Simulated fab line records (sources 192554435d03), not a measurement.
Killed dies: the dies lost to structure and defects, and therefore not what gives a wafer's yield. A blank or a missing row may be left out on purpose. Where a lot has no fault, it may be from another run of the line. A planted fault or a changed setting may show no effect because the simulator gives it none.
Matching of chambers / flow n5Finfet / N5_MOL_CONTACT_COAG_ETCHBACK_136 on rieDiel-04 has 4 sister chambers
The step etches SiO2 in CHF3, target depth 25 nm, time 16.7 s. 4 wafers are shown with their chamber, then 12 later ones without.

== WAFERS, EACH WITH ITS CHAMBER ==
wafer=L085.3; chamber=0; drypumpMotorCurrentA (A)=5.4
wafer=L088.6; chamber=3; drypumpMotorCurrentA (A)=5.6
wafer=L090.2; chamber=2; drypumpMotorCurrentA (A)=5.9
wafer=L090.6; chamber=1; drypumpMotorCurrentA (A)=6.0

== WAFERS MISSING THEIR CHAMBER ==
wafer=L091.1; drypumpMotorCurrentA (A)=5.6
wafer=L091.2; drypumpMotorCurrentA (A)=5.4
wafer=L091.3; drypumpMotorCurrentA (A)=5.9
wafer=L092.2; drypumpMotorCurrentA (A)=5.6
wafer=L092.4; drypumpMotorCurrentA (A)=6.0
wafer=L092.5; drypumpMotorCurrentA (A)=6.0
wafer=L094.1; drypumpMotorCurrentA (A)=6.0
wafer=L094.3; drypumpMotorCurrentA (A)=5.6
wafer=L094.4; drypumpMotorCurrentA (A)=5.5
wafer=L095.2; drypumpMotorCurrentA (A)=5.4
wafer=L095.4; drypumpMotorCurrentA (A)=6.0
wafer=L095.5; drypumpMotorCurrentA (A)=5.4

== CHAMBER TAKEN BY EACH ==
wafer=L091.1; from the rows above=3; in truth=3
wafer=L091.2; from the rows above=0; in truth=0
wafer=L091.3; from the rows above=2; in truth=2
wafer=L092.2; from the rows above=3; in truth=3
wafer=L092.4; from the rows above=1; in truth=1
wafer=L092.5; from the rows above=1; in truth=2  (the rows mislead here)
wafer=L094.1; from the rows above=1; in truth=1
wafer=L094.3; from the rows above=3; in truth=3
wafer=L094.4; from the rows above=can't be placed: 0 or 3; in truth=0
wafer=L095.2; from the rows above=0; in truth=0
wafer=L095.4; from the rows above=1; in truth=1
wafer=L095.5; from the rows above=0; in truth=0
Correct placement for 10 of the 12. Cannot be placed on the basis of these rows: 1; the candidates contain the true chamber in 1. Placed wrongly: 1.
How it was worked out, from the rows above alone: a wafer's distance from a chamber is the root of the sum, over the readings, of the square of ((its reading less the chamber's mean) divided by the reading's scatter). The wafer belongs to the nearest chamber; if the next one is less than 2 further off, it can't be placed. For every chamber, the mean is computed from those of its wafers that are shown. The scatter (one wafer shown for each chamber): square how far every hidden wafer sits from the nearest shown wafer, average those squares and take the square root.
